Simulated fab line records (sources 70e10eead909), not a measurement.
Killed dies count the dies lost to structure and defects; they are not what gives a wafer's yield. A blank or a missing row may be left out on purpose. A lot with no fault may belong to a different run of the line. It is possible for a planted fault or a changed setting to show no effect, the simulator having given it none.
fab line records ; flow nand_harc
record lots=12; wafers=36; last_day=25
route steps=1159 shown A_CHANNEL_HOLE_D1@474 A_CHANNEL_FILL_D1@495 END@1159
lots untouched by any fault: they come from a run of this same line in which no faults occurred
start_h: the number of hours between the record's first day and the start of the first shown wafer of the lot ; wait_h: how many hours have passed since the lot's step before this one ; " same as the row above ; L1.1+2: several wafers, shown together as one row ; - no value present, or no start provided ; * or withheld: withheld ; < > ~ a bound
route shown NAME@n: a module of which the file shows steps, and the number in the route of the first ; usual: mean/standard deviation taken from wafers without a fault ; same: alike in all rows ; chamber/n: place in a boat ; sites: per-site readings ; _std_site: standard deviation of those values ; _edge_site: inner sites' mean taken away from outer sites' mean ; radius_mm: for every site, how far away it sits from the centre of the wafer ; mask NAME#n: copy n ; behind: the most recent tool/chamber to have shaped the wafer ; hold: reason for holding the lot/hours on hold/outcome of the hold ; device: names the non-switching transistor (n, p or np) ; end of line: tests run on the same wafers once the route is complete ; for a step that has no rows: nothing shown but its recipe ; killed: not the wafer's yield, but the dies lost to structure and defects at the first sort ; map: the dies of a wafer, with x for killed, . for not killed, _ for no die there
set.NAME: the setting as run; set.NAME@STEP: as run at that earlier step ; model.NAME: the simulator's own value behind a step, which no gauge read
steps of the route over a sample of lots; a table a step, a row a wafer
services: from which hour (start_h, from the record's first day; less than 0 if before it) a tool's chamber was out of use, for how many hours, and why
## steps
# step NHARC_A_CHANNEL_HOLE_D1_ETCH_22
# recipe bias_v=3000; source_w=withheld; pressure_mtorr=20; time_s=666.7; ar_flow_sccm=375; c4f8_flow_sccm=89.3; o2_flow_sccm=35.7; temp_c=-20; target_depth_a=16000; chemistry=C4F8/O2/Ar
# usual drypump_motor_current_A=5.4/0.36; showerhead_plenum_p_Torr=3.76/0.092; throttle_valve_pct=32.154/0.0088
lot.wafer;tool;chamber;start_h;wait_h;drypump_motor_current_A;rf_hours_counter_h;showerhead_plenum_p_Torr;throttle_valve_pct
L570.3;har_etch-02;1;198.45;0.4;4.9;-;3.87;32.144
L570.5;har_etch-02;1;198.45;0.4;4.9;-;3.87;32.160
L570.6;har_etch-02;0;198.45;0.4;5.4;-;3.64;32.143
L571.1;har_etch-01;1;205.42;0.4;5.7;206;3.82;32.162
L571.2;har_etch-01;0;205.42;0.4;5.9;206;3.75;32.160
L571.5;har_etch-01;0;205.42;0.4;5.9;-;3.74;32.147
L572.2;har_etch-01;1;218.36;0.4;5.7;209;3.81;32.163
L572.1;har_etch-01;0;218.36;0.4;5.9;209;3.74;32.152
L572.3;har_etch-01;1;218.36;0.4;5.7;-;3.81;32.135
L574.3;har_etch-02;0;224.25;0.4;5.4;-;3.63;32.155
L574.4;har_etch-02;1;224.25;0.4;4.9;-;3.87;32.161
L574.5;har_etch-02;1;224.25;0.4;4.9;-;3.87;32.151
L575.2;har_etch-01;1;226.88;0.4;5.7;217;3.81;32.140
L575.3;har_etch-01;0;226.88;0.4;5.8;-;3.74;32.166
L575.5;har_etch-01;1;226.88;0.4;5.6;-;3.81;32.160
L576.1;har_etch-02;0;236.55;0.4;5.4;122;3.63;32.174
L576.2;har_etch-02;1;236.55;0.4;4.9;122;3.86;32.157
L576.6;har_etch-02;1;236.55;0.4;4.9;-;3.86;32.150
L577.2;har_etch-01;1;237.66;0.4;5.7;221;3.81;32.145
L577.1;har_etch-01;0;237.66;0.4;5.9;221;3.74;32.173
L577.3;har_etch-01;1;237.66;0.4;5.7;-;3.81;32.156
L578.1;har_etch-02;0;251.52;0.4;5.4;129;3.63;32.148
L578.2;har_etch-02;1;251.52;0.4;4.9;129;3.86;32.147
L578.6;har_etch-02;0;251.52;0.4;5.4;-;3.63;32.149
L579.1;har_etch-01;1;252.65;0.4;5.7;228;3.80;32.158
L579.4;har_etch-01;1;252.65;0.4;5.7;-;3.80;32.155
L579.6;har_etch-01;1;252.65;0.4;5.6;-;3.80;32.154
L581.1;har_etch-01;0;277.94;0.4;5.9;237;3.73;32.141
L581.4;har_etch-01;0;277.94;0.4;5.9;-;3.73;32.125
L581.5;har_etch-01;1;277.94;0.4;5.7;-;3.80;32.155
L587.1;har_etch-02;1;312.71;0.4;4.9;157;3.84;32.146
L587.3;har_etch-02;1;312.71;0.4;4.9;-;3.84;32.164
L587.5;har_etch-02;0;312.71;0.4;5.4;-;3.61;32.138
L588.3;har_etch-02;0;317.06;0.4;5.4;-;3.61;32.156
L588.6;har_etch-02;1;317.06;0.4;4.9;-;3.84;32.160
L588.5;har_etch-02;0;317.06;0.4;5.4;-;3.61;32.146
# step NHARC_A_CHANNEL_HOLE_D1_STRIP_27
# recipe o2_flow_sccm=500; ar_flow_sccm=0; bias_w=0; chemistry=O2
# usual drypump_motor_current_A=5.7/0.51; oes_product_au=1.004/0.013; rf_vpp_V=57.8/0.87; showerhead_plenum_p_Torr=3.53/0.12; throttle_valve_pct=17.036/0.0095
lot.wafer;tool;chamber;start_h;wait_h;drypump_motor_current_A;oes_product_au;rf_hours_counter_h;rf_vpp_V;showerhead_plenum_p_Torr;throttle_valve_pct
L570.3;rie_diel-09;2;-;-;6.5;0.984;6;58.0;3.49;17.035
L570.6;rie_diel-09;3;-;-;5.7;0.998;-;59.1;3.71;17.037
L570.5;rie_diel-09;0;-;-;5.5;1.013;-;58.0;3.34;17.027
L571.1;rie_diel-06;1;-;-;5.7;0.984;11;56.9;3.35;17.015
L571.2;rie_diel-06;3;-;-;5.2;1.008;10;56.9;3.62;17.029
L571.5;rie_diel-06;1;-;-;5.7;0.980;-;58.1;3.35;17.043
L572.2;rie_diel-09;1;-;-;5.7;0.984;7;58.1;3.56;17.028
L572.1;rie_diel-09;2;-;-;6.5;0.989;6;57.4;3.49;17.042
L572.3;rie_diel-09;3;-;-;5.7;0.992;7;59.4;3.71;17.043
L574.4;rie_diel-06;2;-;-;6.1;0.972;11;56.0;3.39;17.031
L574.3;rie_diel-06;3;-;-;5.2;1.027;11;58.2;3.62;17.025
L574.5;rie_diel-06;0;-;-;5.0;1.009;-;56.9;3.58;17.029
L575.3;rie_diel-09;3;-;-;5.7;0.995;7;59.2;3.71;17.055
L575.2;rie_diel-09;0;-;-;5.5;1.021;7;57.6;3.34;17.021
L575.5;rie_diel-09;2;-;-;6.5;0.985;-;56.2;3.49;17.034
L576.2;rie_diel-12;2;-;-;5.0;1.007;2;58.8;3.47;17.034
L576.1;rie_diel-12;0;-;-;6.0;1.013;3;58.3;3.62;17.039
L576.6;rie_diel-12;3;-;-;6.2;1.009;-;57.0;3.49;17.057
L577.1;rie_diel-09;0;-;-;5.6;1.017;8;57.5;3.34;17.059
L577.3;rie_diel-09;1;-;-;5.7;1.000;7;58.6;3.56;17.043
L577.2;rie_diel-09;2;-;-;6.5;1.005;7;56.5;3.49;17.018
L578.2;rie_diel-06;0;-;-;5.0;1.026;0;56.0;3.58;17.029
L578.1;rie_diel-06;3;-;-;5.2;1.001;0;56.4;3.62;17.052
L578.6;rie_diel-06;1;-;-;5.7;0.999;-;57.4;3.35;17.043
L579.4;rie_diel-12;2;-;-;5.0;1.008;3;57.6;3.47;17.030
L579.1;rie_diel-12;3;-;-;6.3;0.996;4;57.5;3.49;17.021
L579.6;rie_diel-12;1;-;-;6.5;1.009;-;59.7;3.66;17.047
L581.4;rie_diel-06;1;-;-;5.7;1.014;3;57.0;3.35;17.037
L581.1;rie_diel-06;2;-;-;6.1;0.988;2;57.7;3.39;17.035
L581.5;rie_diel-06;0;-;-;5.0;1.025;-;58.5;3.58;17.028
L587.1;rie_diel-12;0;-;-;6.0;1.019;8;57.2;3.61;17.033
L587.3;rie_diel-12;1;-;-;6.5;1.009;6;57.7;3.66;17.031
L587.5;rie_diel-12;1;-;-;6.5;1.008;-;57.9;3.66;17.032
L588.3;rie_diel-06;3;-;-;5.2;0.991;4;57.6;3.62;17.034
L588.5;rie_diel-06;3;-;-;5.2;1.009;-;56.6;3.62;17.035
L588.6;rie_diel-06;0;-;-;5.0;1.015;-;56.7;3.58;17.055
# step NHARC_A_CHANNEL_FILL_D1_ALD_15
# recipe target_thk_a=20; pulse_time_s=60; ald_cycles=19; temp_c=630; pressure_torr=2; material=SiNx
# usual precursor_pulse_height_rel=1.000/0.019
# same ald_cycles=19
lot.wafer;tool;chamber;start_h;wait_h;precursor_pulse_height_rel
L570.3;ald_sin_batch-01;0;-;-;0.994
L570.5;ald_sin_batch-01;0;-;-;0.984
L570.6;ald_sin_batch-01;0;-;-;1.012
L571.1;ald_sin_batch-03;0;-;-;1.005
L571.2;ald_sin_batch-03;0;-;-;1.016
L571.5;ald_sin_batch-03;0;-;-;0.957
L572.1;ald_sin_batch-01;0;-;-;1.009
L572.2;ald_sin_batch-01;0;-;-;1.017
L572.3;ald_sin_batch-01;0;-;-;1.024
L574.3;ald_sin_batch-01;0;-;-;0.995
L574.4;ald_sin_batch-01;0;-;-;0.977
L574.5;ald_sin_batch-01;0;-;-;0.991
L575.2;ald_sin_batch-01;0;-;-;0.991
L575.3;ald_sin_batch-01;0;-;-;1.051
L575.5;ald_sin_batch-01;0;-;-;0.994
L576.1;ald_sin_batch-03;0;-;-;0.970
L576.2;ald_sin_batch-03;0;-;-;1.021
L576.6;ald_sin_batch-03;0;-;-;1.002
L577.1;ald_sin_batch-03;0;-;-;0.992
L577.2;ald_sin_batch-03;0;-;-;1.003
L577.3;ald_sin_batch-03;0;-;-;1.039
L578.1;ald_sin_batch-01;0;-;-;1.021
L578.2;ald_sin_batch-01;0;-;-;0.998
L578.6;ald_sin_batch-01;0;-;-;1.003
L579.1;ald_sin_batch-01;0;-;-;1.001
L579.4;ald_sin_batch-01;0;-;-;1.016
L579.6;ald_sin_batch-01;0;-;-;0.966
L581.1;ald_sin_batch-03;0;292.58;3.1;1.007
L581.4;ald_sin_batch-03;0;292.58;3.1;0.987
L581.5;ald_sin_batch-03;0;292.58;3.1;0.998
L587.1;ald_sin_batch-02;0;-;-;1.010
L587.3;ald_sin_batch-02;0;-;-;1.008
L587.5;ald_sin_batch-02;0;-;-;0.981
L588.3;ald_sin_batch-01;0;-;-;0.992
L588.5;ald_sin_batch-01;0;-;-;1.040
L588.6;ald_sin_batch-01;0;-;-;0.982
# step NHARC_A_CHANNEL_FILL_D1_ETCHBACK_20
# recipe target_depth_a=270; time_s=13.5; c4f8_flow_sccm=withheld; o2_flow_sccm=8; ar_flow_sccm=withheld; rf_w=600; bias_w=1500; chemistry=C4F8/O2/Ar
# usual oes_product_au=0.95/0.036; rf_vpp_V=979/6.5
lot.wafer;tool;chamber;start_h;wait_h;oes_product_au;rf_hours_counter_h;rf_vpp_V
L570.3;rie_diel-10;2;226.50;-;1.01;0.8;975
L570.5;rie_diel-10;2;226.50;-;1.02;-;973
L570.6;rie_diel-10;3;226.50;-;0.98;-;988
L571.1;rie_diel-10;1;234.58;-;0.91;0.9;981
L571.2;rie_diel-10;3;234.58;-;0.93;1.0;988
L571.5;rie_diel-10;0;234.58;-;0.91;-;972
L574.4;rie_diel-10;1;251.37;-;0.98;1.4;981
L574.3;rie_diel-10;3;251.37;-;0.99;1.4;988
L574.5;rie_diel-10;1;251.37;-;0.98;-;981
L572.2;rie_diel-02;2;251.37;-;0.92;3.6;978
L572.1;rie_diel-02;3;251.37;-;0.91;3.5;984
L572.3;rie_diel-02;0;251.37;-;0.91;3.7;988
L575.3;rie_diel-10;2;259.19;-;0.93;1.6;973
L575.2;rie_diel-10;3;259.19;-;0.92;1.6;988
L575.5;rie_diel-10;2;259.19;-;0.92;-;974
L576.2;rie_diel-10;0;266.23;-;0.98;1.6;970
L576.1;rie_diel-10;2;266.23;-;1.00;1.8;973
L576.6;rie_diel-10;1;266.23;-;0.99;-;982
L577.2;rie_diel-02;1;266.25;-;0.92;4.3;974
L577.3;rie_diel-02;2;266.25;-;0.93;4.2;975
L577.1;rie_diel-02;3;266.25;-;0.92;4.1;983
L579.1;rie_diel-10;0;284.41;-;0.75;2.1;972
L579.4;rie_diel-10;1;284.41;-;0.96;2.3;981
L579.6;rie_diel-10;3;284.41;-;0.95;-;987
L578.1;rie_diel-02;1;284.44;-;0.99;5.1;972
L578.2;rie_diel-02;2;284.44;-;0.99;4.9;976
L578.6;rie_diel-02;0;284.44;-;0.98;-;989
L581.1;rie_diel-10;1;306.79;-;0.73;2.9;981
L581.4;rie_diel-10;3;306.79;-;0.90;2.8;988
L581.5;rie_diel-10;0;306.79;-;0.90;-;972
L587.3;rie_diel-02;1;340.46;-;0.99;0.3;972
L587.1;rie_diel-02;3;340.46;-;0.99;0.4;984
L587.5;rie_diel-02;0;340.46;-;0.98;-;986
L588.3;rie_diel-02;0;347.81;-;0.97;0.5;987
L588.6;rie_diel-02;0;347.81;-;0.97;-;988
L588.5;rie_diel-02;1;347.81;-;0.99;-;971
# step NHARC_END_SORT_01
# recipe temp_c=25
# usual killed_at_array=27/11; killed_at_other=0.7/1.1; killed_at_periphery=3.6/2.4; killed_dies=32/11; killed_open=3.3/1.8; killed_short=2.1/1.5
# same gross_dies=677
lot.wafer;tool;chamber;start_h;wait_h;killed_at_array;killed_at_other;killed_at_periphery;killed_dies;killed_open;killed_short
L579.1;prober-01;0;517.76;2.5;443;0;3;446;2;3
L579.4;prober-01;0;520.17;3.4;29;0;2;31;5;1
L579.6;prober-01;0;521.77;4.0;34;1;2;37;7;3
L581.1;prober-02;0;535.32;2.5;373;2;5;380;2;0
L581.4;prober-02;0;537.70;3.4;32;0;3;35;2;0
L581.5;prober-02;0;538.49;3.7;48;0;1;49;5;5
# killed by level:class
L579.1 A_CHANNEL_FILL_D1:area_etchback=414 A_CHANNEL_HOLE_D1:chamber_film_flake=20 A_CONTACT:chamber_film_flake=4 P_CONTACT:geometric_particle:open=2 A_CHANNEL_FILL_D1:geometric_particle:short=1 A_SLIT:geometric_particle:short=1 A_WL_FILL:geometric_particle:short=1 P_GATE:chamber_film_flake=1
L579.4 A_CHANNEL_HOLE_D1:chamber_film_flake=19 A_M0:geometric_particle:open=4 A_CONTACT:chamber_film_flake=3 A_WL_FILL:geometric_particle:short=1 A_CONTACT:geometric_particle:open=1 P_STI:chamber_film_flake=1 P_GATE:chamber_film_flake=1 A_SLIT:chamber_film_flake=1
L579.6 A_CHANNEL_HOLE_D1:chamber_film_flake=18 A_CONTACT:chamber_film_flake=4 A_CHANNEL_FILL_D1:geometric_particle:open=2 A_STAIRCASE:chamber_film_flake=2 A_WL_FILL:chamber_film_flake=2 P_CONTACT:geometric_particle:open=1 P_M0:geometric_particle:open=1 A_CHANNEL_FILL_D1:geometric_particle:short=1
L581.1 A_CHANNEL_FILL_D1:area_etchback=345 A_SLIT:chamber_film_flake=15 A_CHANNEL_HOLE_D1:chamber_film_flake=12 THIN_TSV:chamber_film_flake=2 P_STI:geometric_particle:open=1 P_CONTACT:geometric_particle:open=1 P_ZERO_WELL:chamber_film_flake=1 P_STI:chamber_film_flake=1
L581.4 A_CHANNEL_HOLE_D1:chamber_film_flake=15 A_SLIT:chamber_film_flake=11 A_CONTACT:chamber_film_flake=4 P_M0:chamber_film_flake=2 A_CHANNEL_FILL_D1:geometric_particle:open=1 A_CONTACT:geometric_particle:open=1 P_GATE:chamber_film_flake=1
L581.5 A_CHANNEL_HOLE_D1:chamber_film_flake=23 A_SLIT:chamber_film_flake=13 A_SGD_CUT:geometric_particle:short=2 A_CONTACT:geometric_particle:open=2 A_M0:geometric_particle:short=2 A_ONON_D1:geometric_particle:open=1 A_STAIRCASE:geometric_particle:open=1 A_SGD_CUT:geometric_particle:open=1
## services
tool;chamber;start_h;hours;kind
rie_diel-10;-;176.50;9.0;pm
rie_diel-10;0;176.50;9.0;vent_cycle
rie_diel-10;1;176.50;9.0;vent_cycle
rie_diel-10;2;176.50;9.0;vent_cycle
rie_diel-10;3;176.50;9.0;vent_cycle
rie_diel-09;2;184.47;6.7;repair
rie_diel-10;0;185.50;-;clean
rie_diel-10;1;185.50;-;clean
rie_diel-10;2;185.50;-;clean
rie_diel-10;3;185.50;-;clean
rie_diel-12;-;202.43;9.0;pm
rie_diel-12;3;226.89;6.1;repair
rie_diel-06;-;241.20;9.0;pm
rie_diel-09;3;250.30;11.4;repair
rie_diel-09;2;252.14;2.4;repair
rie_diel-09;-;254.41;9.0;pm
rie_diel-02;-;254.53;0.7;repair
rie_diel-09;0;276.41;15.2;repair
rie_diel-02;2;299.50;8.6;repair
har_etch-01;-;305.00;17.0;pm
ald_sin_batch-03;-;314.00;26.0;pm
rie_diel-10;0;324.42;15.6;repair
rie_diel-02;-;327.70;9.0;pm
rie_diel-09;1;330.57;2.4;repair
## key
first_sign step=NHARC_A_CHANNEL_FILL_D1_ETCHBACK_20; reading=oes_product_au; direction=down; sigmas=5.9; usual=0.95; struck=0.74
effect step=NHARC_END_SORT_01; reading=killed_at_array; direction=up; sigmas=35; usual=27; struck=408
more_kills_born_at NHARC_A_CHANNEL_FILL_D1_ETCHBACK_20@rie_diel-10=759
met_at NHARC_A_CHANNEL_FILL_D1_ETCHBACK_20
struck_lots L579,L581
struck_wafers L579.1,L581.1
later_rows_left_out L579.1,L581.1
tester_left_out L579,L581
not_acting_at NHARC_A_CHANNEL_HOLE_D1_ETCH_22,NHARC_A_CHANNEL_HOLE_D1_STRIP_27,NHARC_A_CHANNEL_FILL_D1_ALD_15
onset_between 266.23 284.41
fault kind=process_parameter_drift; tool=rie_diel-10; chamber=-; onset_h=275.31; steps=NHARC_A_CHANNEL_FILL_D1_ETCHBACK_20; channel=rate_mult; offset=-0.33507; shape=step; end_h=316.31; scope=struck_wafers_only
# tester_left_out: of these lots the tester's yield and bins aren't shown, on N5 and GAA mostly nor the transistor test; their killed dies are dies lost to structure and defects alone, not to doping, threshold or leakage, so they don't give the yield
# later_rows_left_out: the simulator's readings of these wafers behind a module that went badly wrong aren't trusted and aren't shown, but for the sort
